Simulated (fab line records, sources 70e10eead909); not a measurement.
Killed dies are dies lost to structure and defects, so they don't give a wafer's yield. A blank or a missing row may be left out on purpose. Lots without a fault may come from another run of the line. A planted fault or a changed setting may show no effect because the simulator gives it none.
Chamber matching | flow nand_harc | NHARC_A_STAIRCASE_TRIM_220 on rie_diel-09: 4 sister chambers
The step chemistry O2, time 211.2 s. 14 wafers are shown with their chamber, then 7 later ones without.

WAFERS WITH THEIR CHAMBER
wafer  | chamber | drypump_motor_current_A (A) | showerhead_plenum_p_Torr (Torr) | oes_product_au (a.u.)
L075.2 | 0       | 5.2                         | 3.51                            | 1.001
L075.3 | 2       | 5.8                         | 3.59                            | 0.998
L075.4 | 1       | 5.5                         | 3.29                            | 1.005
L077.1 | 3       | 6.5                         | 3.66                            | 1.006
L077.4 | 0       | 5.2                         | 3.51                            | 1.001
L077.5 | 2       | 5.7                         | 3.59                            | 1.001
L076.1 | 1       | 5.5                         | 3.28                            | 1.013
L076.2 | 3       | 6.5                         | 3.65                            | 1.003
L076.3 | 0       | 5.2                         | 3.50                            | 0.994
L082.1 | 0       | 5.2                         | 3.50                            | 1.003
L082.4 | 3       | 6.5                         | 3.65                            | 1.002
L082.6 | 0       | 5.2                         | 3.50                            | 0.997
L086.2 | 3       | 6.5                         | 3.64                            | 1.001
L086.4 | 0       | 5.2                         | 3.49                            | 1.003

SIGNATURES (means of the wafers above)
reading                  | chamber 0 | chamber 1 | chamber 2 | chamber 3 | scatter within a chamber
drypump_motor_current_A  | 5.200     | 5.500     | 5.750     | 6.500     | 0.0224
showerhead_plenum_p_Torr | 3.5017    | 3.2850    | 3.5900    | 3.6500    | 0.0073
oes_product_au           | 0.99983   | 1.00900   | 0.99950   | 1.00300   | 0.0034
Rule: a wafer's distance from a chamber is the root of the sum, over the readings, of the square of ((its reading less the chamber's mean) divided by the reading's scatter). The wafer belongs to the nearest chamber; if the next one is less than 2 further off, it can't be placed. The scatter: the root of (the sum of the squares of (reading less its chamber's mean) over the shown wafers, divided by (wafers less chambers)).

WAFERS WITHOUT THEIR CHAMBER
wafer  | drypump_motor_current_A (A) | showerhead_plenum_p_Torr (Torr) | oes_product_au (a.u.)
L086.5 | 5.5                         | 3.26                            | 1.011
L089.1 | 5.2                         | 3.49                            | 0.989
L089.3 | 5.8                         | 3.56                            | 0.996
L089.4 | 6.5                         | 3.64                            | 1.009
L096.1 | 5.7                         | 3.55                            | 0.993
L096.5 | 5.5                         | 3.80                            | 1.011
L096.6 | 5.8                         | 3.55                            | 0.994

WHICH CHAMBER EACH WENT THROUGH
wafer  | from the rows above | in truth
L086.5 | 1                   | 1
L089.1 | 0                   | 0
L089.3 | 2                   | 2
L089.4 | 3                   | 3
L096.1 | 2                   | 2
L096.5 | 2                   | 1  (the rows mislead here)
L096.6 | 2                   | 2
Placed correctly: 6 of 7. Can't be placed from these rows: 0. Placed wrongly: 1.
